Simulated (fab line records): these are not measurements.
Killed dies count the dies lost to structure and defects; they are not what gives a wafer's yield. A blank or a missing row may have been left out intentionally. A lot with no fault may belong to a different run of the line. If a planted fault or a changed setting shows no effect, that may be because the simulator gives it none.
fab line records    flow n5_finfet
record: lots: 5  wafers: 15  last_day: 18
route steps=1938 shown SD_EPI_P@302 BEOL_M4@1111
lots that met no fault: from a run of the same line without faults
start_h: start of the lot's first displayed wafer, in hours after the record's first day    wait_h: hours from the lot's prior step to this one    " repeats the value in the row above    L1.1+2: a single row standing in for several wafers    - value missing, or start not given    * or withheld: withheld    < > ~ a bound
route shown NAME@n: names a module that has steps shown in the file, with the first one's number in the route    usual: average and standard deviation across the fault-free wafers    same: alike in all rows    chamber/n: place in a boat    sites: per-site readings    _std_site: their standard deviation    _edge_site: mean of outer sites minus mean of inner sites    radius_mm: how far each site lies from the wafer's centre    mask NAME#n: copy n    behind: tool/chamber where the wafer was last shaped    hold: reason for holding the lot/hours on hold/outcome of the hold    device: whichever transistor did not switch (one of n, p or np)    end of line: the same wafers' tests at the end of the route    a step without rows: its recipe alone    killed: at the first sort, the dies lost to defects and structure; wafer yield is something else    map: shows each die of a wafer: x if killed, . if not, _ if none is there
set.NAME: setting as actually run; set.NAME@STEP: the setting as run at that earlier step    model.NAME: the simulator's own value behind a step, which no gauge read
lots at some steps of the route; a table a step, a row a wafer
services: from which hour (start_h, from the record's first day; less than 0 if before it) a tool's chamber was out of use, for how many hours, and why
== steps ==
step: N5_SD_EPI_P_DEVELOP_08
recipe: develop_time_s: 30  developer: TMAH  resist: CAR-ArF-block  dev_temp_c: 23  rinse_liquid: diw  dry: air_spin
step: N5_SD_EPI_P_CD_MEAS_09
recipe: target_cd_nm: 240  landing_energy_ev: 500  detector: se_inlens
usual: cd_nm: 240.0/0.72
lot.wafer  tool       chamber  start_h  wait_h  cd_nm
L170.1     cd_sem-02  0        89.75    -       240.3
L170.3     "          0        "        "       239.5
L170.4     "          0        "        "       239.5
L177.2     cd_sem-03  0        135.25   -       239.0
L177.4     "          0        "        "       239.9
L177.5     "          0        "        "       240.9
L182.2     cd_sem-01  0        161.60   -       240.1
L182.3     "          0        "        "       239.9
L182.5     "          0        "        "       240.8
L183.3     cd_sem-03  0        169.76   -       238.2
L183.5     "          0        "        "       238.8
L183.6     "          0        "        "       239.4
L187.1     cd_sem-03  0        196.60   -       239.1
L187.4     "          0        "        "       240.6
L187.6     "          0        "        "       239.9
step: N5_SD_EPI_P_OVL_MEAS_10
recipe: points_per_wafer: 44
usual: SD_P_BLK_OVL: 0.4/0.72
lot.wafer  tool        chamber  start_h  wait_h  SD_P_BLK_OVL[nm]
L170.1     overlay-02  0        89.78    0.0     -0.3
L170.3     "           0        "        "       1.1
L170.4     "           0        "        "       -0.1
L177.2     overlay-02  0        135.28   0.0     -0.1
L177.4     "           0        "        "       0.3
L177.5     "           0        "        "       -0.4
L182.2     overlay-01  0        161.63   0.0     0.8
L182.3     "           0        "        "       1.1
L182.5     "           0        "        "       0.3
L183.3     overlay-02  0        169.79   0.0     0.7
L183.5     "           0        "        "       0.3
L183.6     "           0        "        "       0.6
L187.1     overlay-02  0        196.63   0.0     0.9
L187.4     "           0        "        "       1.1
L187.6     "           0        "        "       1.1
step: N5_SD_EPI_P_INSPECT_11
recipe: mode: adi  inspect_instrument: macro
usual: raw_defect_count: 2.0/1.2
lot.wafer  tool               chamber  start_h  wait_h  raw_defect_count
L170.1     defect_inspect-02  -        89.80    0.0     1
L170.3     "                  -        "        "       2
L170.4     "                  -        "        "       2
L177.2     defect_inspect-02  -        135.30   0.0     5
L177.4     "                  -        "        "       2
L177.5     "                  -        "        "       1
L182.2     defect_inspect-01  -        161.65   0.0     2
L182.3     "                  -        "        "       5
L182.5     "                  -        "        "       4
L183.3     defect_inspect-02  -        169.81   0.0     1
L183.5     "                  -        "        "       1
L183.6     "                  -        "        "       5
L187.1     defect_inspect-02  -        196.66   0.0     2
L187.4     "                  -        "        "       2
L187.6     "                  -        "        "       2
step: N5_SD_EPI_P_DESCUM_14
recipe: chemistry: O2  time_s: 7.9  source_power_w: 50  bias_power_w: 20  pressure_mtorr: 20  rf_frequency_hz: 2.712e+07  temp_c: 40  resist: CAR-ArF-block  o2_flow_sccm: 225
step: N5_SD_EPI_P_ETCH_36
recipe: chemistry: CF4  target: SiARC  target_depth_a: 455  mask_material: CAR-ArF-block  time_s: 75.8  ion_energy_ev: 80  pressure_mtorr: 40  source_w: 545  bias_w: 36  Ar_flow_sccm: 100  cf4_flow_sccm: 100  ends: cleared
usual: drypump_motor_current_A: 5.7/0.49  etch_rf_on_time_s: 76.2/1.9  oes_product_au: 0.68/0.078  rf_vpp_V: 183.9/1.3  showerhead_plenum_p_Torr: 2.13/0.093  throttle_valve_pct: 15.68/0.16
lot.wafer  tool         chamber  start_h  wait_h  drypump_motor_current_A  etch_rf_on_time_s  oes_product_au  rf_hours_counter_h  rf_vpp_V  showerhead_plenum_p_Torr  throttle_valve_pct
L170.1     rie_diel-05  2        89.87    0.0     5.5                      75.1               0.71            62                  182.4     2.09                      15.59
L170.3     "            3        "        "       5.9                      75.5               0.77            19                  184.6     2.27                      15.33
L170.4     "            0        "        "       5.4                      75.9               0.61            200                 183.7     2.04                      15.70
L177.2     rie_diel-04  1        135.49   0.0     5.2                      77.9               0.60            209                 184.1     2.11                      15.71
L177.4     "            3        "        "       6.2                      75.4               0.69            107                 183.8     2.07                      15.77
L177.5     "            0        "        "       4.8                      77.5               0.58            -                   182.1     2.02                      15.86
L182.2     rie_diel-05  0        161.86   0.0     5.4                      75.0               0.60            220                 181.6     2.03                      15.74
L182.3     "            1        "        "       6.3                      80.1               0.59            192                 183.8     2.12                      15.82
L182.5     "            3        "        "       5.9                      75.4               0.74            -                   185.4     2.27                      15.40
L183.3     rie_diel-04  1        170.75   0.0     5.2                      78.0               0.60            220                 184.8     2.11                      15.75
L183.5     "            0        "        "       4.8                      73.8               0.82            -                   185.5     2.27                      15.33
L183.6     "            3        "        "       6.2                      75.2               0.68            -                   181.3     2.07                      15.79
L187.1     rie_diel-04  1        196.73   0.0     5.2                      78.5               0.59            228                 184.1     2.11                      15.75
L187.4     "            0        "        "       4.8                      74.7               0.79            9                   184.2     2.27                      15.36
L187.6     "            3        "        "       6.2                      75.7               0.66            -                   182.2     2.07                      15.80
step: N5_SD_EPI_P_ETCH_37
recipe: chemistry: N2/H2  target: SOC  overetch_a: 1080  mask_material: SiARC  temp_c: 40  ion_energy_ev: 100  source_w: 3000  bias_w: 133  pressure_mtorr: 20  time_s: 486  n2_flow_sccm: 200  h2_flow_sccm: 200  ends: end_point
usual: drypump_motor_current_A: 5.7/0.49  oes_product_au: 0.71/0.074  rf_vpp_V: 240.7/1.7  showerhead_plenum_p_Torr: 2.54/0.11  throttle_valve_pct: 24.0/0.3
lot.wafer  tool         chamber  start_h  wait_h  drypump_motor_current_A  oes_product_au  rf_hours_counter_h  rf_vpp_V  showerhead_plenum_p_Torr  throttle_valve_pct
L170.1     rie_diel-05  2        89.93    0.0     5.5                      0.75            62                  239.3     2.47                      23.9
L170.3     "            3        "        "       5.9                      0.81            19                  244.7     2.71                      23.7
L170.4     "            0        "        "       5.4                      0.64            200                 238.2     2.43                      24.2
L177.2     rie_diel-04  1        135.55   0.0     5.2                      0.64            209                 241.6     2.51                      23.6
L177.4     "            3        "        "       6.2                      0.72            107                 239.5     2.47                      24.5
L177.5     "            0        "        "       4.8                      0.61            -                   238.9     2.40                      23.9
L182.2     rie_diel-05  0        161.92   0.0     5.4                      0.63            220                 239.8     2.42                      24.3
L182.3     "            1        "        "       6.3                      0.63            192                 242.8     2.54                      24.4
L182.5     "            3        "        "       5.9                      0.77            -                   242.5     2.70                      23.7
L183.3     rie_diel-04  1        170.81   0.0     5.2                      0.63            220                 239.9     2.50                      23.6
L183.5     "            0        "        "       4.8                      0.86            -                   243.7     2.72                      23.5
L183.6     "            3        "        "       6.2                      0.71            -                   240.3     2.47                      24.5
L187.1     rie_diel-04  1        196.78   0.0     5.2                      0.63            229                 240.8     2.50                      23.6
L187.4     "            0        "        "       4.8                      0.81            9                   243.7     2.72                      23.5
L187.6     "            3        "        "       6.2                      0.70            -                   240.3     2.47                      24.5
step: N5_SD_EPI_P_STRIP_38
recipe: chemistry: N2/H2  temp_c: 40  n2_flow_sccm: 200  h2_flow_sccm: 200  rf_frequency_hz: 6e+07
step: N5_SD_EPI_P_ETCHBACK_46
recipe: chemistry: CH3F/O2  mode: anisotropic_etchback  target: SiNx  target_depth_a: 175  stop_on: SiO2  over_etch_frac: 0.3  ion_energy_ev: 120  pressure_mtorr: 30  source_w: 395  bias_w: 73  Ar_flow_sccm: 150  CH3F_flow_sccm: 30  O2_flow_sccm: 20
usual: CH3F_flow_sccm: 29.99/0.091  drypump_motor_current_A: 5.7/0.49  oes_ar_750_au: 0.79/0.086  oes_product_au: 0.68/0.07  rf_vpp_V: 299/4.8  showerhead_plenum_p_Torr: 1.99/0.088  throttle_valve_pct: 16.43/0.17
lot.wafer  tool         chamber  start_h  wait_h  CH3F_flow_sccm  drypump_motor_current_A  oes_ar_750_au  oes_product_au  rf_hours_counter_h  rf_vpp_V  showerhead_plenum_p_Torr  throttle_valve_pct
L170.1     rie_diel-05  2        90.25    0.0     30.08           5.5                      0.83           0.71            62                  295       1.95                      16.35
L170.3     "            3        "        "       29.72           5.9                      0.89           0.77            19                  298       2.13                      16.10
L170.4     "            0        "        "       29.95           5.4                      0.71           0.61            200                 307       1.89                      16.39
L177.2     rie_diel-04  1        135.87   0.0     30.06           5.2                      0.71           0.61            209                 294       1.98                      16.53
L177.4     "            3        "        "       30.03           6.2                      0.80           0.68            108                 296       1.94                      16.63
L177.5     "            0        "        "       30.02           4.8                      0.68           0.58            -                   296       1.89                      16.61
L182.2     rie_diel-05  0        162.25   0.0     29.96           5.4                      0.69           0.60            220                 307       1.88                      16.41
L182.3     "            1        "        "       29.90           6.3                      0.68           0.60            192                 298       1.98                      16.59
L182.5     "            3        "        "       30.12           5.9                      0.86           0.74            -                   298       2.12                      16.14
L183.3     rie_diel-04  1        171.13   0.0     30.05           5.2                      0.70           0.60            220                 295       1.98                      16.55
L183.5     "            0        "        "       29.90           4.8                      0.95           0.82            -                   300       2.13                      16.13
L183.6     "            3        "        "       30.07           6.2                      0.78           0.67            -                   296       1.94                      16.63
L187.1     rie_diel-04  1        197.11   0.0     30.03           5.2                      0.69           0.60            229                 294       1.98                      16.55
L187.4     "            0        "        "       29.91           4.8                      0.91           0.78            9                   301       2.13                      16.14
L187.6     "            3        "        "       30.11           6.2                      0.78           0.67            -                   295       1.94                      16.65
step: N5_SD_EPI_P_ETCH_47
recipe: chemistry: CH3F/O2  target: SiOCN  target_depth_a: 250  mask_material: SOC  ion_energy_ev: 60  bias_w: 29  pressure_mtorr: 30  source_w: 410  Ar_flow_sccm: 150  CH3F_flow_sccm: 30  O2_flow_sccm: 20
usual: CH3F_flow_sccm: 30.01/0.095  drypump_motor_current_A: 5.7/0.49  oes_ar_750_au: 0.79/0.086  oes_product_au: 0.80/0.09  rf_vpp_V: 127.9/2.1  showerhead_plenum_p_Torr: 1.99/0.088  throttle_valve_pct: 16.41/0.17
lot.wafer  tool         chamber  start_h  wait_h  CH3F_flow_sccm  drypump_motor_current_A  oes_ar_750_au  oes_product_au  rf_hours_counter_h  rf_vpp_V  showerhead_plenum_p_Torr  throttle_valve_pct
L170.1     rie_diel-05  2        90.35    0.1     30.03           5.5                      0.83           0.84            62                  125.3     1.95                      16.32
L170.3     "            3        "        "       29.88           5.9                      0.89           0.92            19                  128.0     2.13                      16.08
L170.4     "            0        "        "       30.05           5.4                      0.70           0.71            200                 131.4     1.89                      16.35
L177.2     rie_diel-04  1        135.97   0.1     29.95           5.2                      0.71           0.71            209                 126.5     1.98                      16.48
L177.4     "            3        "        "       30.07           6.2                      0.80           0.80            108                 126.2     1.95                      16.61
L177.5     "            0        "        "       29.92           4.8                      0.68           0.67            -                   125.7     1.89                      16.59
L182.2     rie_diel-05  0        162.35   0.1     29.86           5.4                      0.69           0.70            220                 131.6     1.88                      16.41
L182.3     "            1        "        "       29.97           6.3                      0.69           0.69            192                 127.5     1.98                      16.58
L182.5     "            3        "        "       30.08           5.9                      0.86           0.87            -                   127.0     2.12                      16.11
L183.3     rie_diel-04  1        171.23   0.1     29.99           5.2                      0.70           0.70            220                 125.8     1.98                      16.51
L183.5     "            0        "        "       30.00           4.8                      0.94           0.96            -                   130.2     2.13                      16.10
L183.6     "            3        "        "       29.99           6.2                      0.79           0.79            -                   125.7     1.94                      16.62
L187.1     rie_diel-04  1        197.21   0.1     30.09           5.1                      0.69           0.69            229                 125.6     1.98                      16.53
L187.4     "            0        "        "       30.14           4.8                      0.92           0.93            9                   129.6     2.13                      16.12
L187.6     "            3        "        "       30.03           6.2                      0.78           0.79            -                   125.9     1.94                      16.65
step: N5_SD_EPI_P_ETCH_16
recipe: chemistry: CHF3/O2  target: SiO2  target_depth_a: 50  mask_material: SOC  pressure_mtorr: 30  source_w: 650  bias_w: 170  Ar_flow_sccm: 200  CHF3_flow_sccm: 50  O2_flow_sccm: 5  ion_energy_ev: 200
usual: drypump_motor_current_A: 5.7/0.49  oes_ar_750_au: 0.79/0.085  oes_product_au: 0.80/0.09  rf_vpp_V: 526/8.6  showerhead_plenum_p_Torr: 2.40/0.1  throttle_valve_pct: 18.99/0.16
lot.wafer  tool         chamber  start_h  wait_h  drypump_motor_current_A  oes_ar_750_au  oes_product_au  rf_hours_counter_h  rf_vpp_V  showerhead_plenum_p_Torr  throttle_valve_pct
L170.1     rie_diel-05  2        90.45    0.1     5.5                      0.84           0.85            62                  518       2.35                      18.90
L170.3     "            3        "        "       5.9                      0.90           0.92            19                  526       2.56                      18.66
L170.4     "            0        "        "       5.3                      0.71           0.71            200                 540       2.28                      18.92
L177.2     rie_diel-04  1        136.07   0.1     5.2                      0.70           0.71            209                 520       2.39                      19.06
L177.4     "            3        "        "       6.2                      0.80           0.79            108                 519       2.34                      19.15
L177.5     "            0        "        "       4.8                      0.68           0.67            -                   521       2.27                      19.11
L182.2     rie_diel-05  0        162.45   0.1     5.3                      0.70           0.70            220                 539       2.27                      18.94
L182.3     "            1        "        "       6.3                      0.69           0.69            192                 525       2.38                      19.10
L182.5     "            3        "        "       5.9                      0.86           0.88            -                   525       2.55                      18.69
L183.3     rie_diel-04  1        171.33   0.1     5.2                      0.70           0.70            220                 520       2.39                      19.07
L183.5     "            0        "        "       4.8                      0.94           0.96            -                   529       2.56                      18.69
L183.6     "            3        "        "       6.2                      0.79           0.79            -                   516       2.34                      19.18
L187.1     rie_diel-04  1        197.31   0.1     5.2                      0.70           0.70            229                 519       2.39                      19.10
L187.4     "            0        "        "       4.8                      0.91           0.92            9                   530       2.56                      18.69
L187.6     "            3        "        "       6.2                      0.78           0.79            -                   518       2.33                      19.18
step: N5_SD_EPI_P_STRIP_50
recipe: chemistry: CHF3/O2  resist: SiARC  rf_frequency_hz: 6e+07
step: N5_SD_EPI_P_SD_RECESS_17
recipe: chemistry: HBr/Cl2/O2  target_depth_a: 391  bt_time_s: 3  pressure_mtorr: 10  icp_w: 800  bias_w: 112  HBr_flow_sccm: 150  Cl2_flow_sccm: 80  O2_flow_sccm: 12
usual: HBr_flow_sccm: 150.0/0.43  drypump_motor_current_A: 5.7/0.42  oes_product_au: 0.996/0.011  throttle_valve_pct: 37.23/0.29
lot.wafer  tool       chamber  start_h  wait_h  HBr_flow_sccm  drypump_motor_current_A  oes_product_au  rf_hours_counter_h  throttle_valve_pct  model.etch.depth_nm  model.SD_EPI_P.feature_depth_nm
L170.1     rie_si-02  3        90.52    0.0     150.4          6.1                      0.981           5                   37.54               38.39                38.4
L170.3     "          1        "        "       150.2          5.8                      0.996           94                  37.56               38.63                38.6
L170.4     "          0        "        "       149.3          5.4                      1.003           57                  37.49               39.13                39.2
L177.2     rie_si-02  0        136.14   0.0     150.1          5.4                      1.002           58                  37.48               35.6                 35.6
L177.4     "          2        "        "       150.6          5.3                      0.999           117                 37.47               39.94                40
L177.5     "          2        "        "       150.5          5.3                      1.002           -                   37.47               36.33                36.4
L182.2     rie_si-05  2        162.52   0.0     150.0          5.6                      0.989           184                 37.16               38.23                38.2
L182.3     "          1        "        "       149.9          6.4                      0.970           133                 37.28               38.35                38.4
L182.5     "          2        "        "       150.4          5.6                      0.995           -                   37.17               38.07                38
L183.3     rie_si-04  0        171.41   0.0     149.9          5.9                      0.997           7                   37.06               39                   39
L183.5     "          3        "        "       150.6          5.0                      1.001           -                   36.70               40.18                40.2
L183.6     "          2        "        "       149.3          6.2                      0.999           -                   37.32               39.23                39.2
L187.1     rie_si-02  2        197.38   0.0     150.0          5.2                      1.004           118                 37.48               39.59                39.6
L187.4     "          1        "        "       149.8          5.8                      0.982           96                  37.56               38.3                 38.2
L187.6     "          3        "        "       150.8          6.1                      0.984           -                   37.53               38.67                38.6
step: N5_SD_EPI_P_WET_ETCH_45
recipe: chemistry: dHF  dilution: withheld  time_s: 10.7  target: SiO2  target_depth_a: 20  temp_c: 25  dry: ipa_marangoni  rinse_time_s: 30  rinse_temp_c: 23
step: N5_BEOL_M4_RC_MEAS_101
usual: DIBL_N: 36.4/1.6  DIBL_P: 36.2/1.8  IOFF_N: 0.159/0.029  IOFF_P: 0.21/0.034  ION_N: 670/12  ION_P: 459/8.2  SS_N: 71.5/0.59  SS_P: 73.2/0.54  VT_N: 250/3.3  VT_P: -250/3.7
lot.wafer  tool       chamber  start_h  wait_h  DIBL_N[mV/V]  DIBL_P[mV/V]  IOFF_N[nA/um]  IOFF_P[nA/um]  ION_N[uA/um]  ION_P[uA/um]  SS_N[mV/dec]  SS_P[mV/dec]  VT_N[mV]  VT_P[mV]
L170.1     prober-01  0        216.57   0.0     34.2          34.3          0.129          0.20           666           457           70.5          72.3          249       -251
L170.3     "          0        "        "       35.8          36.2          0.162          0.22           677           465           72.7          73.8          246       -247
L170.4     "          0        "        "       35.6          35.2          0.148          0.21           679           461           71.7          73.2          250       -246
L177.2     prober-02  0        278.40   0.2     37.9          36.1          0.174          0.19           672           448           72.0          73.1          250       -255
L177.4     "          0        "        "       36.1          34.8          0.153          0.19           667           451           71.5          72.8          250       -254
L177.5     "          0        "        "       37.7          35.0          0.163          0.18           670           451           72.4          73.3          249       -253
L182.2     prober-01  0        290.46   0.2     36.5          37.1          0.165          0.23           676           465           70.7          73.9          249       -245
L182.3     "          0        "        "       37.3          39.1          0.171          0.25           663           459           71.2          74.0          250       -249
L182.5     "          0        "        "       36.2          37.5          0.159          0.23           673           471           70.4          72.7          250       -246
L183.3     prober-02  0        294.08   0.3     37.1          35.8          0.149          0.22           675           468           71.9          73.7          248       -250
L183.5     "          0        "        "       36.1          35.0          0.148          0.22           665           458           71.8          73.3          251       -248
L183.6     "          0        "        "       37.3          35.3          0.160          0.21           673           461           71.1          72.7          250       -250
L187.1     prober-02  0        335.18   0.0     34.1          35.5          0.141          0.23           670           476           71.9          73.0          250       -247
L187.4     "          0        "        "       35.7          37.1          0.160          0.26           663           464           71.1          73.7          249       -245
L187.6     "          0        "        "       38.0          39.3          0.218          0.31           701           481           71.8          74.1          245       -240
== services ==
tool         chamber  start_h  hours  kind
rie_si-04    -        68.62    2.7    repair
rie_diel-04  1        80.68    3.3    repair
rie_si-05    3        85.47    14.4   repair
rie_si-04    0        115.10   8.9    repair
rie_si-02    3        117.12   13.7   repair
rie_si-04    1        121.01   2.2    repair
rie_diel-04  3        138.80   6.5    repair
rie_si-05    2        142.14   3.9    repair
rie_diel-04  0        145.27   -      clean
rie_diel-04  0        145.27   -      consumable_replace:focus_ring
rie_diel-04  0        145.27   -      consumable_replace:showerhead
rie_diel-04  0        145.27   22.0   scheduled_down
rie_diel-04  0        145.27   22.0   vent_cycle
rie_si-02    2        174.01   5.7    repair
rie_si-05    1        181.31   7.4    repair
rie_si-04    0        188.08   19.6   repair
== key ==
first_sign none at tools or gauges
model_effect: step: N5_SD_EPI_P_SD_RECESS_17  value: etch.depth_nm  without: 39.41  struck: 35.96
met_at N5_SD_EPI_P_SD_RECESS_17
struck_wafers L177.2,L177.5
onset_between 90.52 136.14
fault: kind: process_parameter_drift  tool: rie_si-02  chamber: -  onset_h: 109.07  steps: N5_SD_EPI_P_SD_RECESS_17  channel: target_depth_a  offset: -34.208  shape: step  end_h: 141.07  scope: struck_wafers_only  acts_in: these_recipes_only  stated: 391
